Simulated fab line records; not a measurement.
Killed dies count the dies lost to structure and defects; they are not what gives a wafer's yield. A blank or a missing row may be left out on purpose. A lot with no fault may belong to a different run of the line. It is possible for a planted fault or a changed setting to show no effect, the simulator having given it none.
A struck lot beside a sound one	flow nandHarc	21 out of 1302 route steps
Sound: the wafers L830.1, L830.2, L830.4. Wafers struck: L837.1, L837.2, L837.4. The cause is given at the end.
Each step with rows lists, per side, the tool, then ch with its chambers, then its first start. Under that, the readings that differ: sound wafers	struck wafers	difference of the means	sigmas: that difference in standard deviations of wafers without a fault.
alike: a reading whose means differ by less than 2 such deviations, as well as words and numbers matching on both sides. not compared: withheld readings; readings where some wafer has no value; bounds like >300 that might hide an equal value; numbers whose values overlap and for which the record gives no deviation.
The two part at a step that has a row with sigmas, a row that says differs or no value, or rows on one side only. When numbers do not overlap yet have no deviation, they are printed without sigmas and do not part them. A reading missing from all wafers of one side parts the sides only when that side holds two or more wafers.

first, 1 step without rows for these wafers: NHARC_A_CHANNEL_HOLE_D1_ETCH_19 (etches the open film in C4F8/O2/Ar, time 34.5 s).
NHARC_A_CHANNEL_HOLE_D1_ETCH_20: etches the open film in C4F8/O2/Ar, time 361.9 s, target depth 1600 nm.
  sound on harEtch-01 ch 0,1, day 8 18:57; struck on harEtch-01 ch 0,1, day 11 19:50
  alike: drypumpMotorCurrentA, heBacksideLeakSccm, o2FlowSccm, showerheadPlenumPTorr, throttleValvePct
  not compared: rfHoursCounterH
NHARC_A_CHANNEL_HOLE_D1_ETCH_21: etches the open film in C4F8/O2/Ar, time 514.3 s, target depth 1600 nm.
  sound on harEtch-01 ch 0,1, day 8 19:16; struck on harEtch-01 ch 0,1, day 11 20:09
  alike: drypumpMotorCurrentA, heBacksideLeakSccm, o2FlowSccm, showerheadPlenumPTorr, throttleValvePct
  not compared: rfHoursCounterH
then, 2 steps without rows for these wafers: NHARC_A_CHANNEL_HOLE_D1_ETCH_22 (etches the open film in C4F8/O2/Ar, time 666.7 s, target depth 1600 nm); NHARC_A_CHANNEL_HOLE_D1_ETCH_23 (etches the open film in C4F8/O2/Ar, time 819 s, target depth 1600 nm).
NHARC_A_CHANNEL_HOLE_D1_ETCH_24: etches the open film in C4F8/O2/Ar, time 906.2 s, target depth 1500 nm.
  sound on harEtch-01 ch 0,1, day 8 20:57; struck on harEtch-01 ch 0,1, day 11 21:51
  alike: drypumpMotorCurrentA, heBacksideLeakSccm, o2FlowSccm, showerheadPlenumPTorr, throttleValvePct
  not compared: rfHoursCounterH
then, 2 steps without rows for these wafers: NHARC_A_CHANNEL_HOLE_D1_ETCH_25 (etches the open film in C4F8/O2/Ar, time 1040.2 s, target depth 1500 nm); NHARC_A_CHANNEL_HOLE_D1_ETCH_26 (etches the open film in C4F8/O2/Ar, time 224.1 s, target depth 300 nm).
NHARC_A_CHANNEL_HOLE_D1_ETCH_33: etches the open film in C4F8/O2/Ar, time 90 s, target depth 400 nm.
  sound on harEtch-01 ch 0,1, day 8 22:47; struck on harEtch-01 ch 0,1, day 11 23:40
  alike: drypumpMotorCurrentA, heBacksideLeakSccm, o2FlowSccm, showerheadPlenumPTorr, throttleValvePct
  not compared: rfHoursCounterH
then, 3 steps without rows for these wafers: NHARC_A_CHANNEL_HOLE_D1_STRIP_41 (strips in N2/H2); NHARC_A_CHANNEL_HOLE_D1_STRIP_42 (strips in CF4/CHF3); NHARC_A_CHANNEL_HOLE_D1_STRIP_43 (strips in O2/COS).
NHARC_A_CHANNEL_HOLE_D1_ETCH_44: etches the open film in CF4/O2, target depth 140 nm, overetch 14 nm, time 77 s.
  sound on rieDiel-01 ch 0,2,3, day 8 23:32; struck on rieDiel-01 ch 0,1,3, day 12 00:25
reading	sound	struck	difference	sigmas
rfHoursCounterH (h)	14 14 13	5 4 4	-9	
  alike: drypumpMotorCurrentA, o2FlowSccm, oes_f_703_au, oesProductAu, rfVppV, showerheadPlenumPTorr, throttleValvePct
then, 3 steps without rows for these wafers: NHARC_A_CHANNEL_HOLE_D1_STRIP_27 (strips in O2); NHARC_A_CHANNEL_HOLE_D1_PRECLEAN_28 (cleans in SC1); NHARC_A_CHANNEL_HOLE_D1_SRD_29.
NHARC_A_CHANNEL_HOLE_D1_CD_MEAS_30:
  sound on cdSem-03 at day 9 00:20; struck on cdSem-03 at day 12 01:13
  alike: cdNm
NHARC_A_CHANNEL_HOLE_D1_XSEM_31:
  sound on xsem-01 ch 0, day 9 00:25; struck on xsem-02 ch 0, day 12 01:18
  alike: botCdNm, bowNm, tiltDeg
NHARC_A_CHANNEL_HOLE_D1_INSPECT_40:
  sound on defectInspect-02 at day 9 00:31; struck on defectInspect-02 at day 12 01:24
reading	sound	struck	difference	sigmas
rawDefectCount	58 51 50	1426 1474 1451	+1397	+64
then, 1 step without rows for these wafers: NHARC_A_CHANNEL_FILL_D1_PRECLEAN_00 (cleans in SC1).
-- jump in the record: it breaks off in module A_CHANNEL_FILL_D1 and resumes in module END (first step shown: number 1302 of the route), and 16 days separate the struck wafers' starts before and after --
NHARC_END_SORT_01:
  at this point the record logs the struck wafers (prober-01 ch 0, day 27 17:01) and has no rows for the sound ones

## WHERE THEY PART
Earliest at NHARC_A_CHANNEL_HOLE_D1_INSPECT_40; latest, in this record, at NHARC_END_SORT_01.

WHY: what had been put in by the simulator
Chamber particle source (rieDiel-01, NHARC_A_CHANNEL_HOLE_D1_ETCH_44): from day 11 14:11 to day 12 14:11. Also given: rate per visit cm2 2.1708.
